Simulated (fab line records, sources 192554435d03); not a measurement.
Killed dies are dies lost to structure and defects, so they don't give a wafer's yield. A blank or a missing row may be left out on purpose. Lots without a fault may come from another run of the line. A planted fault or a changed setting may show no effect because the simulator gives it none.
A struck lot beside a sound one | flow n5_finfet | 15 steps out of a route of 1938
Sound: wafers L388.1, L388.3, L388.4. Struck: wafers L404.1, L404.4, L404.6. The cause comes at the end.
At each step with rows: each side's tool, then ch and its chambers, then its first start. Under that, the readings that differ: sound wafers | struck wafers | difference of the means | sigmas: that difference in standard deviations of wafers without a fault.
alike: readings whose means differ by less than 2 such deviations, and words and numbers that are the same on both sides. not compared: withheld readings, readings that some wafer has no value for, bounds like >300 that may hide the same value, and numbers for which the record gives no deviation and whose values overlap.
The two part at a step that has a row with sigmas, a row that says differs or no value, or rows on one side only. Numbers that don't overlap but have no deviation are shown without sigmas and don't part them. A reading that every wafer of one side lacks parts them only if that side has two wafers or more.

first, 5 steps without rows for these wafers: N5_BEOL_M15_SOFTBAKE_05 (time 60 s); N5_BEOL_M15_EXPOSE_07 (exposes mask V14); N5_BEOL_M15_PEB_08 (peb time 90 s); N5_BEOL_M15_DEVELOP_09 (develop time 45 s); N5_BEOL_M15_HARDBAKE_14 (time 120 s).
N5_BEOL_M15_CD_MEAS_10: target cd 360 nm.
  sound on cd_sem-03 ch 0, day 11 23:08; struck on cd_sem-01 ch 0, day 16 12:45
  alike: cd_nm
N5_BEOL_M15_OVL_MEAS_11:
  sound on overlay-02 ch 0, day 11 23:10; struck on overlay-01 ch 0, day 16 12:47
  alike: V14_OVL
N5_BEOL_M15_INSPECT_12: inspects for defects (macro).
  sound on defect_inspect-01, day 11 23:11; struck on defect_inspect-02, day 16 12:48
  alike: raw_defect_count
N5_BEOL_M15_DESCUM_15: chemistry O2, time 7.9 s.
  sound on rie_diel-01 ch 0,2,3, day 11 23:13; struck on rie_diel-05 ch 2,3, day 16 12:50
  alike: drypump_motor_current_A, oes_product_au, rf_vpp_V, showerhead_plenum_p_Torr, throttle_valve_pct
  not compared: rf_hours_counter_h
N5_BEOL_M15_ETCH_59: etches BARC in N2/H2, target depth 89 nm, overetch 26.7 nm, time 67.9 s.
  sound on rie_diel-01 ch 0,2,3, day 11 23:15; struck on rie_diel-05 ch 2,3, day 16 12:52
  alike: drypump_motor_current_A, h2_flow_sccm, oes_product_au, rf_vpp_V, showerhead_plenum_p_Torr, throttle_valve_pct
  not compared: rf_hours_counter_h
N5_BEOL_M15_VIA_ETCH_16: etches SiO2 in C4F8/O2/Ar, target depth 1792.2 nm.
  sound on rie_diel-01 ch 0,2,3, day 11 23:18; struck on rie_diel-05 ch 2,3, day 16 12:55
  reading      | sound          | struck         | difference | sigmas
  rf_vpp_V (V) | 2240 2213 2218 | 2278 2293 2293 | +64        | +2
  alike: drypump_motor_current_A, he_inner_torr, oes_product_au, showerhead_plenum_p_Torr, throttle_valve_pct
N5_BEOL_M15_STRIP_63: strips in O2.
  sound on rie_diel-01 ch 0,2,3; struck on rie_diel-05 ch 2,3
  alike: chamber_pressure_mTorr, drypump_motor_current_A, oes_product_au, rf_vpp_V, showerhead_plenum_p_Torr, throttle_valve_pct
  not compared: rf_hours_counter_h
N5_BEOL_M15_STRIP_64: strips in O2.
  sound on rie_diel-01 ch 0,2,3, day 11 23:00; struck on rie_diel-05 ch 2,3, day 16 13:00
  reading                        | sound                | struck               | difference | sigmas
  chamber_pressure_mTorr (mTorr) | 30.003 29.979 29.988 | 20.979 20.977 21.035 | -8.993     | -99 or more
  alike: drypump_motor_current_A, oes_product_au, rf_vpp_V, showerhead_plenum_p_Torr, throttle_valve_pct
  not compared: rf_hours_counter_h
then, 1 step without rows for these wafers: N5_BEOL_M15_STRIP_65 (strips in post etch residue remover, time 60 s).
N5_PASSIVATION_PROBE_49:
  the record has rows for the struck wafers here (prober-02, day 17 09:50) and none for the sound ones

WHERE THEY PART
First at N5_BEOL_M15_VIA_ETCH_16; last, within this record, at N5_PASSIVATION_PROBE_49.

WHY: what the simulator had put in
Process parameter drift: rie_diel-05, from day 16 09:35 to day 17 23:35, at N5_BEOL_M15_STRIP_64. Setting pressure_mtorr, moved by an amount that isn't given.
